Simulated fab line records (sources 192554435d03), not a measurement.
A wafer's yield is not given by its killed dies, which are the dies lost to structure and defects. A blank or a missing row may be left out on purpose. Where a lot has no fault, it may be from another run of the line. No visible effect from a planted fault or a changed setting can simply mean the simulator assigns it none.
A struck lot beside a sound one + flow n5_finfet + 21 out of 1938 route steps
Sound: the wafers L439.4, L439.5, L439.6. The struck wafers were L438.2, L438.3, L438.5. The cause is given at the end.
For every step that has rows: the tool of each side, followed by ch and its chambers, followed by its first start. Under that, the readings that differ: sound wafers + struck wafers + difference of the means + sigmas: that difference in standard deviations of wafers without a fault.
alike: readings with means less than 2 such deviations apart, plus words and numbers identical on both sides. not compared: withheld readings, readings lacking a value on some wafer, bounds such as >300 that could conceal the same value, and numbers that have no deviation in the record and whose values overlap.
The two part at a step that has a row with sigmas, a row that says differs or no value, or rows on one side only. When numbers do not overlap yet have no deviation, they are printed without sigmas and do not part them. Lack of a reading on every wafer of one side parts them only where that side has two or more wafers.

first, 8 steps without rows for these wafers: N5_ILD0_LINER_00 (material SiNx, target thk 4 nm, pulse time 1 s, purge time 2 s); N5_ILD0_FCVD_FILL_01 (material SiO2 flowable, target thk 200 nm, time 328.3 s); N5_ILD0_CURE_02 (time 1800 s); N5_ILD0_CMP_03 (polishes, stops on SiNx, t overpolish 1.9 s, target thk 197.38 nm); N5_ILD0_CMP_07 (polishes SiO2 flowable, stops on poly-Si, t overpolish 1.18 s, target thk 138.88 nm); N5_ILD0_PRECLEAN_10 (cleans in NF3:NH3, afs cycles 5, time 20 s, sublimation time 60 s); N5_ILD0_ALD_15 (deposits SiNx, target thk 24 nm, pulse time 1 s, ald cycles 480); N5_ILD0_CMP_12 (polishes SiNx, stops on poly-Si, t overpolish 6 s, target thk 17.67 nm).
N5_SDB_HM_DEP_00: deposits SiNx from SiH4/NH3/N2, target thk 40 nm, time 35.3 s.
  sound on pecvd-02 ch 0,1,2, day 8 01:03; struck on pecvd-03 ch 0,1,2, day 8 00:21
  alike: chamber_pressure_Torr, heater_power_w, showerhead_plenum_p_Torr, throttle_valve_pct
then, 8 steps without rows for these wafers: N5_SDB_COAT_03 (time 60 s, resist thk 100 nm); N5_SDB_COAT_04 (time 60 s, resist thk 18 nm); N5_SDB_COAT_05 (resist thk 90 nm); N5_SDB_EBR_07; N5_SDB_SOFTBAKE_06 (time 60 s); N5_SDB_EXPOSE_08 (exposes mask SDB); N5_SDB_PEB_09 (peb time 60 s); N5_SDB_DEVELOP_10 (develop time 30 s).
N5_SDB_INSPECT_13: inspects for defects (brightfield).
  struck on defect_inspect-02, day 8 00:44; sound on defect_inspect-02, day 8 01:32
| reading          | sound    | struck         | difference | sigmas |
|------------------|----------|----------------|------------|--------|
| raw_defect_count | 46 85 37 | 1240 1266 1270 | +1203      | +29    |
then, 1 step without rows for these wafers: N5_SDB_DESCUM_16 (chemistry O2, time 7.9 s).
-- the record jumps here: 4 days lie between the struck wafers' starts before and after (it left off in module SDB and takes up again in module BEOL_M4, whose first step shown is number 1111 of the route) --
N5_BEOL_M4_RC_MEAS_101:
  sound on prober-02 ch 0, day 11 21:34; struck on prober-01 ch 0, day 12 05:05
| reading        | sound          | struck         | difference | sigmas |
|----------------|----------------|----------------|------------|--------|
| IOFF_P (nA/um) | 0.17 0.19 0.19 | 0.29 0.29 0.26 | +0.10      | +2     |
| VT_P (mV)      | -256 -255 -254 | -245 -243 -246 | +10        | +3     |
  alike: DIBL_N, DIBL_P, IOFF_N, ION_N, ION_P, SS_N, SS_P, VT_N
-- record jumps: 4 days separate the struck wafers' starts on either side; left off in module BEOL_M4, taken up again in module PASSIVATION, whose first shown step is the route's number 1936 --
N5_PASSIVATION_PROBE_49:
  struck on prober-02, day 16 10:41; sound on prober-02, day 16 09:47
| reading                  | sound          | struck         | difference | sigmas |
|--------------------------|----------------|----------------|------------|--------|
| defect_limited_yield (%) | 93.6 90.9 90.6 | 78.6 79.2 85.4 | -10.6      | -7     |
| killed_at_M4_up          | 18 15 24       | 12 2 11        | -11        | -2     |
| killed_at_front_end      | 28 37 41       | 199 195 133    | +140       | +12    |
| killed_dies              | 76 107 111     | 252 245 172    | +125       | +7     |
| sort_bin_5_function (%)  | 4.2 5.3 5.4    | 12.6 12.2 7.7  | +5.9       | +6     |
| sort_n_pass              | 1104 1073 1069 | 928 935 1008   | -125       | -7     |
| sort_yield_pct (%)       | 93.6 90.9 90.6 | 78.6 79.2 85.4 | -10.6      | -7     |
  alike: killed_at_M0_to_M3, killed_at_contacts, killed_at_other, killed_open, killed_short, sort_bin_6_memory, sort_bin_8_speed

## WHERE THEY PART
Earliest at N5_SDB_INSPECT_13; latest, in this record, at N5_PASSIVATION_PROBE_49.

WHY: what had been put in by the simulator
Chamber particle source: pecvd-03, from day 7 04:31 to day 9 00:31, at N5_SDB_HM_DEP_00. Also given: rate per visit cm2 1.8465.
